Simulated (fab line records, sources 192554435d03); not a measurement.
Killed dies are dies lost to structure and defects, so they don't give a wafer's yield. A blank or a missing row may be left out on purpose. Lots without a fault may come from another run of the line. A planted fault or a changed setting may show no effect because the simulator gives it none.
Which tool did it? | flow n5_finfet | 10 lots, 30 wafers sampled, at 5 steps of a route of 1938

WHAT THE GAUGES READ, wafer by wafer
N5_BEOL_M1_OVL_MEAS_29. Usual: V0_OVL -0.7 nm, standard deviation 0.7.
lot  | measured     | on         | V0_OVL (nm)    | flag
L557 | day 6 13:34  | overlay-02 | 0.7 -0.2 -0.7  |
L558 | day 6 13:55  | overlay-01 | -0.6 -1.0 -0.5 |
L559 | day 6 19:28  | overlay-02 | -0.7 -1.6 -0.7 |
L561 | day 7 11:59  | overlay-02 | -1.0 -0.5 -1.0 |
L568 | day 9 06:40  | overlay-01 | -2.0 0.4 -1.4  |
L569 | day 9 07:22  | overlay-02 | 0.2 0.0 -0.4   |
L572 | day 10 06:55 | overlay-02 | -0.7 -0.5 0.2  |
L573 | day 10 11:26 | overlay-01 | -1.2 -0.5 -1.8 |
L575 | day 10 15:47 | overlay-02 | -1.1 -0.9 -0.9 |
L577 | day 11 12:40 | overlay-02 | -1.0 -1.8 -0.3 |

N5_BEOL_M1_CD_MEAS_35: target cd 18 nm, target cd y 21 nm. Usual: cd_nm 17.96 nm, standard deviation 0.25.
lot  | measured     | on        | cd_nm (nm)        | flag
L557 | day 6 18:47  | cd_sem-03 | 17.80 18.07 17.77 |
L558 | day 7 00:01  | cd_sem-03 | 17.72 17.75 17.71 |
L559 | day 7 00:13  | cd_sem-01 | 18.35 17.94 18.12 |
L561 | day 7 14:28  | cd_sem-01 | 17.81 18.14 18.37 |
L568 | day 9 09:17  | cd_sem-01 | 18.20 17.92 18.70 |
L569 | day 9 15:01  | cd_sem-01 | 17.61 17.88 18.21 |
L572 | day 10 13:01 | cd_sem-02 | 18.14 18.36 17.73 |
L573 | day 10 16:04 | cd_sem-02 | 17.74 17.75 17.73 |
L575 | day 11 09:51 | cd_sem-03 | 17.84 17.61 18.02 |
L577 | day 11 19:13 | cd_sem-01 | 17.85 17.61 17.84 |

N5_BEOL_M4_RC_MEAS_101. Usual: DIBL_N 35.8 mV/V, standard deviation 1.4; DIBL_P 35.8 mV/V, standard deviation 1.6; IOFF_N 0.152 nA/um, standard deviation 0.021; IOFF_P 0.204 nA/um, standard deviation 0.027; ION_N 672 uA/um, standard deviation 8.7; ION_P 461 uA/um, standard deviation 6.2; SS_N 71.5 mV/dec, standard deviation 0.54; SS_P 73.1 mV/dec, standard deviation 0.57; VT_N 250.0 mV, standard deviation 2.5; VT_P -250.6 mV, standard deviation 2.7.
lot  | measured     | on        | DIBL_N (mV/V)  | DIBL_P (mV/V)  | IOFF_N (nA/um)    | IOFF_P (nA/um)    | ION_N (uA/um) | ION_P (uA/um) | SS_N (mV/dec)  | SS_P (mV/dec)  | VT_N (mV)         | VT_P (mV)            | flag
L557 | day 9 00:26  | prober-01 | 36.7 35.8 35.3 | 38.0 37.4 36.7 | 0.175 0.163 0.156 | 0.212 0.192 0.185 | 683 692 680   | 463 462 461   | 72.8 72.6 72.0 | 73.2 72.9 72.8 | 251.0 249.6 250.9 | -252.0 -252.6 -254.4 |
L558 | day 8 23:56  | prober-02 | 34.7 35.5 35.3 | 34.2 35.7 34.9 | 0.138 0.151 0.144 | 0.192 0.212 0.207 | 671 678 673   | 461 464 460   | 71.9 71.5 71.2 | 73.5 73.1 73.0 | 247.8 248.7 247.1 | -249.0 -249.7 -249.5 |
L559 | day 9 06:34  | prober-01 | 36.0 34.9 37.7 | 32.6 31.8 34.9 | 0.124 0.118 0.149 | 0.196 0.184 0.226 | 663 667 677   | 462 457 468   | 71.8 70.7 71.3 | 72.6 72.6 73.8 | 254.1 252.7 250.1 | -248.2 -249.2 -246.0 |
L561 | day 9 15:29  | prober-01 | 36.1 35.1 35.7 | 38.4 36.2 37.7 | 0.167 0.140 0.160 | 0.224 0.187 0.219 | 683 663 672   | 465 452 467   | 71.4 71.5 71.5 | 73.3 72.1 72.7 | 250.7 252.5 250.2 | -252.5 -252.6 -250.2 |
L568 | day 11 01:29 | prober-01 | 36.2 35.8 35.5 | 36.1 35.8 34.8 | 0.148 0.143 0.141 | 0.185 0.178 0.175 | 660 672 667   | 450 460 459   | 71.7 71.3 71.3 | 73.4 73.4 73.7 | 250.4 250.5 252.3 | -254.4 -254.1 -250.3 |
L569 | day 11 19:25 | prober-01 | 35.2 34.9 36.1 | 34.8 34.8 36.5 | 0.136 0.136 0.156 | 0.169 0.170 0.200 | 667 675 668   | 458 459 453   | 72.1 71.7 72.7 | 72.7 72.9 73.1 | 252.3 252.2 248.5 | -253.7 -257.1 -253.7 |
L572 | day 12 05:37 | prober-02 | 34.4 34.2 34.6 | 35.1 34.7 34.9 | 0.130 0.122 0.126 | 0.181 0.163 0.170 | 669 657 659   | 459 454 455   | 71.3 70.9 71.3 | 72.5 72.5 72.5 | 252.1 253.9 254.7 | -254.1 -255.6 -256.3 |
L573 | day 12 10:43 | prober-02 | 36.3 36.6 37.8 | 33.7 34.8 36.4 | 0.125 0.138 0.153 | 0.179 0.205 0.223 | 666 664 669   | 450 463 467   | 71.3 70.9 71.6 | 72.8 73.0 72.8 | 251.2 248.9 249.4 | -251.7 -248.7 -248.9 |
L575 | day 13 14:13 | prober-02 | 34.4 37.6 36.8 | 32.6 37.1 35.8 | 0.107 0.159 0.135 | 0.163 0.227 0.200 | 665 670 660   | 465 465 457   | 71.2 71.1 72.2 | 72.1 73.9 73.2 | 252.2 249.6 253.0 | -253.7 -247.9 -249.8 |
L577 | day 13 20:19 | prober-01 | 37.1 37.5 37.0 | 36.6 37.4 37.1 | 0.175 0.194 0.192 | 0.236 0.260 0.255 | 681 680 692   | 469 468 478   | 71.5 71.4 70.6 | 73.4 74.0 73.7 | 250.5 246.3 244.7 | -247.9 -245.3 -246.4 |

WHICH TOOL RAN EACH LOT (tool, then ch and the chambers of the sampled wafers, then the start)
lot  | N5_BEOL_M1_STRIP_97               | N5_BEOL_M1_DEGAS_44
L557 | rie_diel-03 ch 0,1,2, day 6 18:32 | pvd_sputter-03, day 6 19:05
L558 | rie_diel-06 ch 0,1,2, day 6 23:47 | pvd_sputter-03, day 7 00:37
L559 | rie_diel-04 ch 0,1, day 6 23:52   | pvd_sputter-03, day 7 00:42
L561 | rie_diel-03 ch 0,1,3, day 7 14:14 | pvd_sputter-02, day 7 14:39
L568 | rie_diel-03 ch 0,2, day 9 09:02   | pvd_sputter-03, day 9 09:48
L569 | rie_diel-04 ch 1,2, day 9 14:46   | pvd_sputter-02, day 9 16:22
L572 | rie_diel-03 ch 1,2, day 10 12:47  | pvd_sputter-03, day 10 13:46
L573 | rie_diel-03 ch 1,3, day 10 15:50  | pvd_sputter-01, day 10 16:32
L575 | rie_diel-03 ch 2,3, day 11 09:37  | pvd_sputter-03, day 11 10:27
L577 | rie_diel-03 ch 2,3, day 11 18:59  | pvd_sputter-03, day 11 19:34
- N5_BEOL_M1_STRIP_97: strips in N2/H2, time 10 s.
- N5_BEOL_M1_DEGAS_44: time 60 s.

WHAT THE TOOLS THEMSELVES READ (means of the sampled wafers that have a number; where no wafer has one, the mark that the record gives instead)
N5_BEOL_M1_STRIP_97. Usual: bias_power_w 7.000 W, standard deviation 0.022; chamber_pressure_mTorr 20.000 mTorr, standard deviation 0.021; drypump_motor_current_A 5.8 A, standard deviation 0.43; oes_product_au 0.79 a.u., standard deviation 0.094; rf_vpp_V 59.1 V, standard deviation 0.84; showerhead_plenum_p_Torr 2.53 Torr, standard deviation 0.086; throttle_valve_pct 23.6 %, standard deviation 0.33.
lot  | tool        | bias_power_w (W) | chamber_pressure_mTorr (mTorr) | drypump_motor_current_A (A) | oes_product_au (a.u.) | rf_vpp_V (V) | showerhead_plenum_p_Torr (Torr) | throttle_valve_pct (%) | flag
L557 | rie_diel-03 | 7.022            | 19.991                         | 5.6                         | 0.82                  | 59.8         | 2.58                            | 23.6                   |
L558 | rie_diel-06 | 7.017            | 20.002                         | 5.6                         | 0.74                  | 59.3         | 2.51                            | 24.1                   |
L559 | rie_diel-04 | 6.985            | 20.013                         | 5.7                         | 0.80                  | 60.0         | 2.60                            | 23.5                   |
L561 | rie_diel-03 | 6.965            | 19.994                         | 6.0                         | 0.76                  | 59.3         | 2.52                            | 23.5                   |
L568 | rie_diel-03 | -                | -                              | -                           | -                     | -            | -                               | -                      | OFF
L569 | rie_diel-04 | -                | -                              | -                           | -                     | -            | -                               | -                      | OFF
L572 | rie_diel-03 | 7.009            | 19.996                         | 5.7                         | 0.78                  | 59.1         | 2.53                            | 23.7                   |
L573 | rie_diel-03 | 7.008            | 19.992                         | 6.4                         | 0.77                  | 58.3         | 2.46                            | 23.5                   |
L575 | rie_diel-03 | 6.988            | 19.998                         | 5.7                         | 0.86                  | 60.0         | 2.54                            | 23.6                   |
L577 | rie_diel-03 | 6.988            | 20.014                         | 5.7                         | 0.86                  | 58.4         | 2.54                            | 23.6                   |

N5_BEOL_M1_DEGAS_44. Usual: heater_power_w 335 W, standard deviation 30.
lot  | tool           | heater_power_w (W) | flag
L557 | pvd_sputter-03 | 341                |
L558 | pvd_sputter-03 | 335                |
L559 | pvd_sputter-03 | 359                |
L561 | pvd_sputter-02 | 365                |
L568 | pvd_sputter-03 | 339                |
L569 | pvd_sputter-02 | 308                |
L572 | pvd_sputter-03 | 343                |
L573 | pvd_sputter-01 | 321                |
L575 | pvd_sputter-03 | 344                |
L577 | pvd_sputter-03 | 340                |

THE ANSWER, worked out from the rows above alone
Rule: a lot is off if the mean of its wafers that have a number lies more than 3 standard deviations from the usual mean. A lot without any number at a reading at which 4 lots or more have one is off too. The other lots that the step has rows for count as sound. The gauges are gone through in route order, then the tools' own readings, and for those a lot's mean is taken as printed above. The first step at which some lot is off is used, and at that step the reading that is off furthest; a lot without a number counts as furthest.
Off: L568, L569, at N5_BEOL_M1_STRIP_97 (bias_power_w). Without a number there: L568, L569.
A tool fits if, at that step or a process step before it, it ran every lot that is off, and no sound lot after the first of them. None of those tried fits.

WHAT THE SIMULATOR HAD PUT IN
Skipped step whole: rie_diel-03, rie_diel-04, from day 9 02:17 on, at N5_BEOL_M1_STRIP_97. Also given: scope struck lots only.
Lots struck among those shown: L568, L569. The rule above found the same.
